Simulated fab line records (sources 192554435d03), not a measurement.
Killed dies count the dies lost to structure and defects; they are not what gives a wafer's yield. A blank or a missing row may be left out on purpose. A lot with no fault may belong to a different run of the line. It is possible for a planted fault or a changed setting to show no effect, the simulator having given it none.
Problem report in the 8D (eight disciplines) form, filled by code || flow n5_finfet || the parts of the form that need people (team, actions taken, sign-off) are left out

## 1. THE ISSUE
Wafers without a fault read 72.1 nm, standard deviation 1.2; thk_nm at N5_DUMMY_GATE_THK_MEAS_05 reads a mean of 99.7 nm on 2 wafers belonging to 2 lots. Measured from the usual mean, that is +23 standard deviations.
The first sign was on wafer L522.2 at day 5 15:17, on film_metro-02. The record holds 30 wafers of 10 lots with a number at this step. Rule for "out" (also "out of limits"): further than 4 standard deviations from the usual mean. Any other wafer with a number is counted as sound.

## 2. WHAT THIS IS AND IS NOT
{"question": "which readings at this step", "is": "thk_nm", "is not": "-"}
{"question": "which lots", "is": "L522, L523", "is not": "L512, L513, L514, L518, L519, L529, L531, L532"}
{"question": "which wafers of those lots", "is": "L522.2, L523.2", "is not": "L522.4, L522.6, L523.4, L523.5"}
{"question": "read on which gauges", "is": "film_metro-02", "is not": "film_metro-01"}
{"question": "when", "is": "from day 5 15:17", "is not": "up to then (17 sound wafers); but 11 sound wafers of L523, L529, L531, L532 came after"}

## 3. WHAT RULES OUT EACH SUSPECT
Counting: if a tool at a process step up to the reading ran every lot that is out, it stays a suspect. Sound lots after the first of them don't rule it out here, since some wafers of a struck lot are sound.
- the gauge at N5_DUMMY_GATE_THK_MEAS_05 has been ruled out. All the wafers that are out were read on film_metro-02, but those of them that N5_DUMMY_GATE_ETCH_44 has rows for are out there too, on other tools.
- rie_diel-01 at N5_STI_FIN_REVEAL_ETCHBACK_08 (etches SiO2 in C4F6/O2, target depth 30.5 nm, time 10.167 s): kept. It processed each lot that is out (first: L522, day 5 07:55); up to then, its last sound lot is L518 (day 4 03:02).
- cmp-02 at N5_DUMMY_GATE_CMP_04 (polishes a-Si): kept. It processed each lot that is out (first: L522, day 5 15:07); up to then, its last sound lot is L518 (day 4 10:04).
- At N5_DUMMY_GATE_CMP_04, inside cmp-02: chamber 1 took the wafers that are out, while their sound lot-mates went through chambers 0, 3.
After counting, rie_diel-01 at N5_STI_FIN_REVEAL_ETCHBACK_08 and cmp-02 at N5_DUMMY_GATE_CMP_04 remain.

## 4. THE CAUSE (what the simulator had put in)
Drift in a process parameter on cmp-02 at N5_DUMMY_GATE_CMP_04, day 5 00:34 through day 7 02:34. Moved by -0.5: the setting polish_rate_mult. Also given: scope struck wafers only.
Counting left 2 suspects, and this tool is among them.

## 5. SEQUENCE OF EFFECTS, ordered by route
Rows list readings where the struck wafers' mean (over those with a number) sits beyond 3 standard deviations from the usual. Only readings whose record carries a usual standard deviation are examined. hours: median over the lots of the time between each lot's start at the first step of this table that gives one and its start at this step. sigmas: the change, counted in usual standard deviations.
{"hours": 0, "step": "N5_DUMMY_GATE_THK_MEAS_05", "reading": "thk_nm", "usual": "72.1 nm", "on struck wafers": 99.7, "change": "+27.6", "sigmas": "+23"}
{"hours": 5, "step": "N5_DUMMY_GATE_ETCH_44", "reading": "oes_product_au", "usual": "0.724 a.u.", "on struck wafers": 0.865, "change": "+0.141", "sigmas": "+13"}
{"hours": 28, "step": "N5_SDB_THK_MEAS_31", "reading": "SDB_THK", "usual": "64.3 nm", "on struck wafers": 91.9, "change": "+27.6", "sigmas": "+23"}
Its process steps:
- N5_DUMMY_GATE_ETCH_44: etches poly-Si in HBr/O2, stops on SiO2, target depth 127.5 nm.
Later measuring or inspecting steps at which every struck wafer that the step has a row for has a number for every such reading, and none has moved that far: N5_DUMMY_GATE_INSPECT_17.

## 6. HOW IT WOULD HAVE BEEN CAUGHT EARLIER
The first out-of-limits reading at a measuring or inspecting step in this record came at day 5 15:17, 15 hours after the fault's start at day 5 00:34.
Tool readings at N5_DUMMY_GATE_CMP_04 with a usual standard deviation given in the record: none out on any struck wafer, hence no alarm at a limit of 4 standard deviations on them.
Lots out: 2; of these, L523 started N5_DUMMY_GATE_CMP_04 on cmp-02 after day 5 15:17. A tool hold placed at that time would have kept it from harm.
